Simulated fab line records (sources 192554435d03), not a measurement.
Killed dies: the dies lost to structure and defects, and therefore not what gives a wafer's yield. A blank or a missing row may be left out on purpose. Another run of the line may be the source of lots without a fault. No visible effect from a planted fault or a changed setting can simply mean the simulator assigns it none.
Split-lot trial || flow n5_finfet || 7 lots, 21 wafers read, on a route of 1938 steps

THE SPLIT ITSELF
At N5_MOL_CONTACT_COAG_ALD_133 (deposits SiO2, target thk 5 nm, pulse time 1 s, co reactant pulse time 1 s), the setting ald_cycles was moved away from the recipe's 35 on 8 of the 21 wafers read, by -8.6% to +14.3%. This setting was run at the recipe's value on the other wafers.

Reading taken at the split's own step.

THE READING
SiO2_of_MOL_CONTACT_COAG_ALD_133.thk_nm (the simulator's own value, which no gauge read), in nm, at N5_MOL_CONTACT_COAG_ALD_133 (deposits SiO2, target thk 5 nm, pulse time 1 s, co reactant pulse time 1 s). The file gives no usual value for it.

{"wafer": "L076.1", "tool, chamber at the split": "ald_sin-04, 1,0,1", "ald_cycles as run": 35, "against the recipe": "recipe", "SiO2_of_MOL_CONTACT_COAG_ALD_133.thk_nm, nm": 5, "against lot-mates on the recipe": "-"}
{"wafer": "L076.4", "tool, chamber at the split": "ald_sin-04, 1,0,1", "ald_cycles as run": 35, "against the recipe": "recipe", "SiO2_of_MOL_CONTACT_COAG_ALD_133.thk_nm, nm": 5, "against lot-mates on the recipe": "-"}
{"wafer": "L076.6", "tool, chamber at the split": "ald_sin-04, 1,0,1", "ald_cycles as run": 35, "against the recipe": "recipe", "SiO2_of_MOL_CONTACT_COAG_ALD_133.thk_nm, nm": 5, "against lot-mates on the recipe": "-"}
{"wafer": "L077.2", "tool, chamber at the split": "ald_sin-04, 1,3", "ald_cycles as run": 33, "against the recipe": "-5.7%", "SiO2_of_MOL_CONTACT_COAG_ALD_133.thk_nm, nm": 4.6, "against lot-mates on the recipe": -0.4}
{"wafer": "L077.3", "tool, chamber at the split": "ald_sin-04, 1,3", "ald_cycles as run": 33, "against the recipe": "-5.7%", "SiO2_of_MOL_CONTACT_COAG_ALD_133.thk_nm, nm": 4.6, "against lot-mates on the recipe": -0.4}
{"wafer": "L077.6", "tool, chamber at the split": "ald_sin-04, 2", "ald_cycles as run": 35, "against the recipe": "recipe", "SiO2_of_MOL_CONTACT_COAG_ALD_133.thk_nm, nm": 5, "against lot-mates on the recipe": "-"}
{"wafer": "L082.1", "tool, chamber at the split": "ald_sin-01, 0,3", "ald_cycles as run": 35, "against the recipe": "recipe", "SiO2_of_MOL_CONTACT_COAG_ALD_133.thk_nm, nm": 5, "against lot-mates on the recipe": "-"}
{"wafer": "L082.4", "tool, chamber at the split": "ald_sin-01, 0,3", "ald_cycles as run": 35, "against the recipe": "recipe", "SiO2_of_MOL_CONTACT_COAG_ALD_133.thk_nm, nm": 5, "against lot-mates on the recipe": "-"}
{"wafer": "L082.5", "tool, chamber at the split": "ald_sin-01, 2", "ald_cycles as run": 39, "against the recipe": "+11.4%", "SiO2_of_MOL_CONTACT_COAG_ALD_133.thk_nm, nm": 5.6, "against lot-mates on the recipe": "+0.6"}
{"wafer": "L086.2", "tool, chamber at the split": "ald_sin-01, 3,2", "ald_cycles as run": 35, "against the recipe": "recipe", "SiO2_of_MOL_CONTACT_COAG_ALD_133.thk_nm, nm": 5, "against lot-mates on the recipe": "-"}
{"wafer": "L086.6", "tool, chamber at the split": "ald_sin-01, 3,2", "ald_cycles as run": 35, "against the recipe": "recipe", "SiO2_of_MOL_CONTACT_COAG_ALD_133.thk_nm, nm": 5, "against lot-mates on the recipe": "-"}
{"wafer": "L086.3", "tool, chamber at the split": "ald_sin-01, 1", "ald_cycles as run": 40, "against the recipe": "+14.3%", "SiO2_of_MOL_CONTACT_COAG_ALD_133.thk_nm, nm": 5.8, "against lot-mates on the recipe": "+0.8"}
{"wafer": "L093.1", "tool, chamber at the split": "ald_sin-01, 0,2", "ald_cycles as run": 38, "against the recipe": "+8.6%", "SiO2_of_MOL_CONTACT_COAG_ALD_133.thk_nm, nm": 5.4, "against lot-mates on the recipe": "+0.4"}
{"wafer": "L093.2", "tool, chamber at the split": "ald_sin-01, 0,2", "ald_cycles as run": 38, "against the recipe": "+8.6%", "SiO2_of_MOL_CONTACT_COAG_ALD_133.thk_nm, nm": 5.4, "against lot-mates on the recipe": "+0.4"}
{"wafer": "L093.6", "tool, chamber at the split": "ald_sin-01, 3", "ald_cycles as run": 35, "against the recipe": "recipe", "SiO2_of_MOL_CONTACT_COAG_ALD_133.thk_nm, nm": 5, "against lot-mates on the recipe": "-"}
{"wafer": "L094.1", "tool, chamber at the split": "ald_sin-01, 1,3,1", "ald_cycles as run": 35, "against the recipe": "recipe", "SiO2_of_MOL_CONTACT_COAG_ALD_133.thk_nm, nm": 5, "against lot-mates on the recipe": "-"}
{"wafer": "L094.3", "tool, chamber at the split": "ald_sin-01, 1,3,1", "ald_cycles as run": 35, "against the recipe": "recipe", "SiO2_of_MOL_CONTACT_COAG_ALD_133.thk_nm, nm": 5, "against lot-mates on the recipe": "-"}
{"wafer": "L094.6", "tool, chamber at the split": "ald_sin-01, 1,3,1", "ald_cycles as run": 35, "against the recipe": "recipe", "SiO2_of_MOL_CONTACT_COAG_ALD_133.thk_nm, nm": 5, "against lot-mates on the recipe": "-"}
{"wafer": "L097.2", "tool, chamber at the split": "ald_sin-04, 2", "ald_cycles as run": 32, "against the recipe": "-8.6%", "SiO2_of_MOL_CONTACT_COAG_ALD_133.thk_nm, nm": 4.6, "against lot-mates on the recipe": -0.4}
{"wafer": "L097.5", "tool, chamber at the split": "ald_sin-04, 2", "ald_cycles as run": 32, "against the recipe": "-8.6%", "SiO2_of_MOL_CONTACT_COAG_ALD_133.thk_nm, nm": 4.6, "against lot-mates on the recipe": -0.4}
{"wafer": "L097.3", "tool, chamber at the split": "ald_sin-04, 0", "ald_cycles as run": 35, "against the recipe": "recipe", "SiO2_of_MOL_CONTACT_COAG_ALD_133.thk_nm, nm": 5, "against lot-mates on the recipe": "-"}
The file does not say which wafer passed through which chamber wherever a row lists several chambers: such a row stands for several wafers.

THE FIT
A straight line over all 21 wafers: SiO2_of_MOL_CONTACT_COAG_ALD_133.thk_nm changes by +0.0529 nm for each +1% of ald_cycles; r = +0.99; the points scatter about the line by 0.041 nm.
The same after taking each lot's own level away (the mean of its wafers on the recipe; 21 wafers): +0.0529 nm for each +1%; r = +0.99; scatter 0.041 nm.
The reading moves by 0.76 nm for the largest change in ald_cycles, on that fit.
The lots' own levels span 5.00 to 5.00 nm.
So the lot-to-lot level changes the slope little: the two slopes agree.
Check: for one of the wafers moved furthest among these (+14.3%), held out of the fit, the line's prediction against its lot-mates is +0.723 nm. It came out at +0.8 nm against them.

FURTHER SPLITS ON THESE WAFERS
Other splits were also applied to these wafers ahead of the reading. Each is held against what the fit with the lots' levels taken away leaves over:
{"other split on the same wafers": "N5_ZERO_LAYER_EXPOSE_08 dose_mj", "wafers away from the commonest value": 8, "r with SiO2_of_MOL_CONTACT_COAG_ALD_133.thk_nm (lot level and that fit taken away)": "+0.15"}
{"other split on the same wafers": "N5_ZERO_LAYER_DESCUM_16 time_s", "wafers away from the commonest value": 6, "r with SiO2_of_MOL_CONTACT_COAG_ALD_133.thk_nm (lot level and that fit taken away)": -0.37}
{"other split on the same wafers": "N5_WELL_APT_EXPOSE_22 dose_mj", "wafers away from the commonest value": 3, "r with SiO2_of_MOL_CONTACT_COAG_ALD_133.thk_nm (lot level and that fit taken away)": "+0.05"}
{"other split on the same wafers": "N5_WELL_APT_PEB_23 peb_time_s", "wafers away from the commonest value": 6, "r with SiO2_of_MOL_CONTACT_COAG_ALD_133.thk_nm (lot level and that fit taken away)": -0.07}
{"other split on the same wafers": "N5_FIN_SAQP_ETCH_65 time_s", "wafers away from the commonest value": 8, "r with SiO2_of_MOL_CONTACT_COAG_ALD_133.thk_nm (lot level and that fit taken away)": "+0.10"}
{"other split on the same wafers": "N5_FIN_SAQP_ETCH_64 bias_w", "wafers away from the commonest value": 8, "r with SiO2_of_MOL_CONTACT_COAG_ALD_133.thk_nm (lot level and that fit taken away)": -0.30}
{"other split on the same wafers": "N5_SD_EPI_N_EXPOSE_06 dose_mj", "wafers away from the commonest value": 7, "r with SiO2_of_MOL_CONTACT_COAG_ALD_133.thk_nm (lot level and that fit taken away)": -0.05}
{"other split on the same wafers": "N5_SDB_ETCH_25 time_s", "wafers away from the commonest value": 7, "r with SiO2_of_MOL_CONTACT_COAG_ALD_133.thk_nm (lot level and that fit taken away)": "+0.27"}
{"other split on the same wafers": "N5_HKMG_FIN_ETCH_32 bias_w", "wafers away from the commonest value": 9, "r with SiO2_of_MOL_CONTACT_COAG_ALD_133.thk_nm (lot level and that fit taken away)": -0.11}

FILE'S OWN FIT
SiO2_of_MOL_CONTACT_COAG_ALD_133.thk_nm changes by +0.0533 nm for each +1% of ald_cycles, r = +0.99.
